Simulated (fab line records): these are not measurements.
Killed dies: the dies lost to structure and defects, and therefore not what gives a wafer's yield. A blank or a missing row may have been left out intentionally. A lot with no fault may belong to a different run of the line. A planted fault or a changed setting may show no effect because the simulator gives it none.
Which of the tools did it?    flow nandHarc    6 lots with 18 wafers sampled at 3 steps, on a route of 1159 steps

WHAT EACH GAUGE READ, for each wafer
NHARC_P_GATE_CD_MEAS_59: target cd 720 nm.
lot   measured      on        cdNm (nm)
L912  day 5 11:18   cdSem-01  722.0 720.9 720.6
L915  day 6 04:46   cdSem-03  717.9 719.8 714.8
L919  day 7 04:40   cdSem-01  714.8 715.7 715.8
L922  day 7 20:46   cdSem-02  715.4 721.4 723.1
L925  day 8 18:02   cdSem-02  - - -
L933  day 10 21:12  cdSem-03  720.9 718.0 716.3

WHICH TOOL RAN EACH LOT (tool, then ch and the chambers of the sampled wafers, then the start)
lot   NHARC_P_GATE_STRIP_75                NHARC_P_GATE_EXPOSE_56
L912  plasmaAsher-02 ch 0,1, day 5 10:23   krfScanner-04 ch 0, day 5 11:09
L915  plasmaAsher-01 ch 0,1, day 6 03:52   krfScanner-02 ch 0, day 6 04:37
L919  plasmaAsher-01 ch 0,1, day 7 03:46   krfScanner-03 ch 0, day 7 04:31
L922  plasmaAsher-01 ch 0,1, day 7 19:50   krfScanner-02 ch 0, day 7 20:37
L925  plasmaAsher-01 ch 0, day 8 17:07     krfScanner-02 ch 0, day 8 17:52
L933  plasmaAsher-01 ch 0,1, day 10 20:18  krfScanner-04 ch 0, day 10 21:03
- NHARC_P_GATE_STRIP_75: strips in O2.
- NHARC_P_GATE_EXPOSE_56: exposes mask P PSD, target cd 720 nm.

THE ANSWER, worked out from the rows above alone
Rule: the usual values come from the lots themselves. Put in order of their means at a reading, lots are off if they are a third of the lots or fewer, leave a main group of 4 or more, and stand apart from it by a gap of 3 or more times the standard deviation of the main group's means; of several such gaps the widest counts. The tables above print the reading to a certain number of digits; a main group whose means all agree to those digits is not used. A lot without any number at a reading at which 4 lots or more have one is off too. All remaining lots with rows at the step are treated as sound.
Off: L925, at NHARC_P_GATE_CD_MEAS_59 (cdNm). Without a number there: L925. For the main group the mean is 718.5 nm and the standard deviation 2.
A tool fits if, at a process step before that reading, it ran every lot that is off, and no sound lot after the first of them. Those tools and the gauges at NHARC_P_GATE_CD_MEAS_59 are tried in the same way. This does not decide it: 2 tools fit, namely krfScanner-02 at NHARC_P_GATE_EXPOSE_56 and cdSem-02 at NHARC_P_GATE_CD_MEAS_59.

WHAT THE SIMULATOR HAD PUT IN
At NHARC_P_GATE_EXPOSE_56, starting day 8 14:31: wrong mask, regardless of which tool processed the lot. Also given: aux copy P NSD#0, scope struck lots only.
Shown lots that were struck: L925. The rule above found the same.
